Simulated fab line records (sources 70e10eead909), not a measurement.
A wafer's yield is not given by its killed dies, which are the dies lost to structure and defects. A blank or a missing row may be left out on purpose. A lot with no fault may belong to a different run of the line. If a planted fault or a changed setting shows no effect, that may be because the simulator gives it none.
Which of the tools did it? ; flow nand_harc ; 39 wafers from 13 lots sampled at 2 of the route's 1159 steps

## WHAT THE GAUGES SHOWED, per wafer
NHARC_P_ZERO_WELL_CD_MEAS_24: target cd 720 nm.
lot;measured;on;cd_nm (nm)
L417;day 1 20:35;cd_sem-01;721.1 722.0 718.7
L418;day 2 02:21;cd_sem-02;716.2 721.7 716.4
L419;day 2 08:35;cd_sem-03;718.4 716.5 718.6
L420;day 2 14:31;cd_sem-01;721.9 723.8 725.6
L421;day 2 20:22;cd_sem-02;718.2 721.5 723.0
L423;day 3 08:34;cd_sem-03;717.9 720.9 720.3
L426;day 4 02:35;cd_sem-02;724.0 720.8 720.6
L428;day 4 14:19;cd_sem-02;717.8 720.3 719.2
L429;day 4 20:23;cd_sem-03;- - -
L436;day 6 14:32;cd_sem-02;719.7 721.1 723.9
L437;day 6 21:07;cd_sem-03;717.2 720.2 716.6
L438;day 7 02:29;cd_sem-02;717.4 721.2 720.3
L439;day 7 08:28;cd_sem-02;721.3 716.6 717.3

## TOOL THAT RAN EACH LOT (tool first, then ch and the chambers of the sampled wafers, then the start)
lot;NHARC_P_ZERO_WELL_EXPOSE_21
L417;krf_scanner-01 ch 0, day 1 20:26
L418;krf_scanner-01 ch 0, day 2 02:11
L419;krf_scanner-03 ch 0, day 2 08:26
L420;krf_scanner-03 ch 0, day 2 14:21
L421;krf_scanner-03 ch 0, day 2 20:12
L423;krf_scanner-01 ch 0, day 3 08:25
L426;krf_scanner-02 ch 0, day 4 02:26
L428;krf_scanner-03 ch 0, day 4 14:10
L429;krf_scanner-03 ch 0, day 4 20:14
L436;krf_scanner-01 ch 0, day 6 14:23
L437;krf_scanner-03 ch 0, day 6 20:58
L438;krf_scanner-03 ch 0, day 7 02:20
L439;krf_scanner-03 ch 0, day 7 08:19
- NHARC_P_ZERO_WELL_EXPOSE_21: exposes mask P NWELL, target cd 720 nm.

## AS READ BY THE TOOLS THEMSELVES (means over the sampled wafers that have a number; for cases with no such wafer, the mark the record gives instead)
The record holds no such reading with a usual standard deviation.

## THE ANSWER, worked out from the rows above alone
Rule: the usual values come from the lots themselves. Put in order of their means at a reading, lots are off if they are a third of the lots or fewer, leave a main group of 4 or more, and stand apart from it by a gap of 3 or more times the standard deviation of the main group's means; of several such gaps the widest counts. A main group whose means are all the same, to the digits that the tables above print for the reading, isn't used. A lot without any number at a reading at which 4 lots or more have one is off too. The other lots that the step has rows for count as sound. First the gauges in route order, then the tools' own readings, where a lot's mean is used as printed above. At the first step where some lot is off, the reading lying furthest off is the one used; lots without a number count as furthest.
Off, at NHARC_P_ZERO_WELL_CD_MEAS_24 on cd_nm: L429. Without a number there: L429. The main group has a mean of 720.0 nm with a standard deviation of 1.8.
A tool fits if, at a process step before that reading, it ran every lot that is off, and no sound lot after the first of them. The gauges at NHARC_P_ZERO_WELL_CD_MEAS_24 are tried like those tools. Not one of the candidates tried fits.

## WHAT THE SIMULATOR HAD PUT IN
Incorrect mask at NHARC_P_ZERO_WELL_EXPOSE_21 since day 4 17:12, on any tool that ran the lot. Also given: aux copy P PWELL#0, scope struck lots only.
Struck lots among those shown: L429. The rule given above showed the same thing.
